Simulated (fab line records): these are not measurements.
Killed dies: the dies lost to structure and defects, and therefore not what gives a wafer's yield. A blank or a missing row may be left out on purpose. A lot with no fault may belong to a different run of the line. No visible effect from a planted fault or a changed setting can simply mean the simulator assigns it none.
Chamber matching	flow n5-finfet	rie-diel-05 running N5_BEOL_M1_DESCUM_33: 4 sister chambers
The step chemistry O2, time 7 s. 4 wafers are shown with their chamber, then 7 later ones without.

## EACH WAFER AND ITS CHAMBER
wafer	chamber	showerhead-plenum-p-Torr (Torr)
L089.3	3	2.13
L089.4	2	2.12
L092.2	1	2.13
L092.4	0	2.16

## WAFERS MISSING THEIR CHAMBER
wafer	showerhead-plenum-p-Torr (Torr)
L092.5	2.13
L097.1	2.12
L097.2	2.11
L097.3	2.16
L097.4	2.12
L097.5	2.11
L097.6	2.12

## CHAMBER TAKEN BY EACH
wafer	from the rows above	in truth
L092.5	can't be placed: 1 or 3 or 2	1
L097.1	can't be placed: 2 or 1 or 3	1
L097.2	can't be placed: 2 or 1 or 3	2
L097.3	0	0
L097.4	can't be placed: 2 or 1 or 3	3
L097.5	can't be placed: 2 or 1 or 3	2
L097.6	can't be placed: 2 or 1 or 3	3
Correct placement for 1 of the 7. Cannot be placed on the basis of these rows: 6; the candidates contain the true chamber in 6. 0 placed wrongly.
How it was worked out, from the rows above alone: a wafer's distance from a chamber is the root of the sum, over the readings, of the square of ((its reading less the chamber's mean) divided by the reading's scatter). If the next closest chamber is less than 2 further off than the closest, the wafer can't be placed; otherwise it belongs to the closest. The mean given for a chamber averages the wafers shown for that chamber. The scatter (one wafer shown for each chamber): square how far every hidden wafer sits from the nearest shown wafer, average those squares and take the square root.
